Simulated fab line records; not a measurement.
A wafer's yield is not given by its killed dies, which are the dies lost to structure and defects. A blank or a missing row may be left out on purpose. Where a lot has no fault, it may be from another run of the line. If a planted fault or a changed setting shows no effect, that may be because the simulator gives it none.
Matching of chambers + flow n5Finfet + rieDiel-03 running N5_MOL_CONTACT_COAG_STRIP_96: 4 sister chambers
The step strips in N2/H2. 4 wafers are shown with their chamber, then 8 later ones without.

## WAFERS PAIRED WITH THEIR CHAMBERS
| wafer  | chamber | showerheadPlenumPTorr (Torr) |
|--------|---------|------------------------------|
| L079.2 | 1       | 3.30                         |
| L082.1 | 2       | 3.34                         |
| L082.6 | 3       | 3.40                         |
| L083.2 | 0       | 3.20                         |

## WAFERS MISSING THEIR CHAMBER
| wafer  | showerheadPlenumPTorr (Torr) |
|--------|------------------------------|
| L083.4 | 3.29                         |
| L083.6 | 3.34                         |
| L087.2 | 3.33                         |
| L087.5 | 3.33                         |
| L087.6 | 3.39                         |
| L096.1 | 3.59                         |
| L096.5 | 3.32                         |
| L096.6 | 3.60                         |

## WHICH CHAMBER EACH ONE RAN IN
| wafer  | from the rows above               | in truth |
|--------|-----------------------------------|----------|
| L083.4 | can't be placed: 1 or 2 or 0 or 3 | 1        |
| L083.6 | can't be placed: 2 or 1 or 3 or 0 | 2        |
| L087.2 | can't be placed: 2 or 1 or 3 or 0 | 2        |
| L087.5 | can't be placed: 2 or 1 or 3 or 0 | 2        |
| L087.6 | can't be placed: 3 or 2 or 1 or 0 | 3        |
| L096.1 | can't be placed: 3 or 2 or 1      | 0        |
| L096.5 | can't be placed: 1 or 2 or 3 or 0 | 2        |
| L096.6 | can't be placed: 3 or 2 or 1      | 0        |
Correct placement for 0 of the 8. From these rows, 8 cannot be placed; in 6 the true chamber is one of the candidates. Number placed wrongly: 0.
How it was worked out, from the rows above alone: a wafer's distance from a chamber is the root of the sum, over the readings, of the square of ((its reading less the chamber's mean) divided by the reading's scatter). If the next closest chamber is less than 2 further off than the closest, the wafer can't be placed; otherwise it belongs to the closest. A chamber's mean is the mean of its shown wafers. The scatter: with one shown wafer a chamber, the root of the mean of the squares of how far each hidden wafer lies from its nearest shown one.
